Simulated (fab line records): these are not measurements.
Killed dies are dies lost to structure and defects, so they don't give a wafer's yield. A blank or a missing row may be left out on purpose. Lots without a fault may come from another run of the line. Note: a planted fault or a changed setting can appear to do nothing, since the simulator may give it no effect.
Code-filled problem report in 8D (eight disciplines) form / flow n5Finfet / the parts of the form that need people (team, actions taken, sign-off) are left out

## 1. THE PROBLEM
spinSpeedRpm at N5_BEOL_M0_CUTY_COAT_51 reads a mean of 1627.1 rpm on 9 wafers of 3 lots; wafers without a fault read 1500.1 rpm with a standard deviation of 1.1. So: +99 or more standard deviations from the usual mean.
The step: resist thk 150 nm.
The first sign was on wafer L196.1 at day 9 07:02, on lithoTrack-04. At this step, 27 wafers from 9 lots have a number in the record. The rule behind "out" and "out of limits": a value lying over 4 standard deviations away from the usual mean. All remaining wafers that have a number are taken as sound.

## 2. WHAT THIS IS AND IS NOT
question=which readings at this step | is=spinSpeedRpm | is not=-
question=which lots | is=L196, L197, L201 | is not=L183, L187, L190, L202, L204, L205
question=which wafers of those lots | is=all that have a number | is not=-
question=read on which tools | is=lithoTrack-04 | is not=lithoTrack-02, lithoTrack-03
question=when | is=from day 9 07:02 | is not=up to then (9 sound wafers); but 9 sound wafers of L202, L204, L205 came after

## 3. SUSPECTS, AND WHAT RULES EACH OUT
Counting: a tool stays on the suspect list if, at a process step up to the reading, it processed all lots that are out and no sound lot following the first of them.
- lithoTrack-04 at N5_BEOL_M0_CUTY_COAT_51 (resist thk 150 nm): kept. It processed each lot that is out, first L196 at day 9 07:02, and no sound lot thereafter; up to then, the last sound lot it processed was L187 at day 6 16:47. On those wafers its own readings are out: spinSpeedRpm.
After counting, what remains is lithoTrack-04 at N5_BEOL_M0_CUTY_COAT_51.

## 4. THE CAUSE (what the simulator had put in)
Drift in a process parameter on lithoTrack-04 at N5_BEOL_M0_CUTY_COAT_51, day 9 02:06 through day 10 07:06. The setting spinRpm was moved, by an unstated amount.
Only this tool survived the counting.

## 5. SEQUENCE OF EFFECTS, ordered by route
One row per reading whose mean, taken over the struck wafers that have a number, lies over 3 standard deviations from the usual. Scope: only readings with a usual standard deviation given in the record; hours: median across lots of the time from each lot's start at the first step in this table that gives one to its start at this step; sigmas: change in usual standard deviations.
hours=0; step=N5_BEOL_M0_CUTY_COAT_51; reading=spinSpeedRpm; usual=1500.1 rpm; on struck wafers=1627.1; change=+127.0; sigmas=+99 or more
It contains these process steps:
- N5_BEOL_M0_CUTY_COAT_51: resist thk 150 nm.
Later steps that measure or inspect, where all struck wafers having a row at the step show a number for every such reading and not one has moved that far: N5_BEOL_M4_RC_MEAS_101.

## 6. WHAT WOULD HAVE CAUGHT IT SOONER
In this record the first reading out of limits was taken at day 9 07:02, 5 hours after the fault began at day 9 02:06.
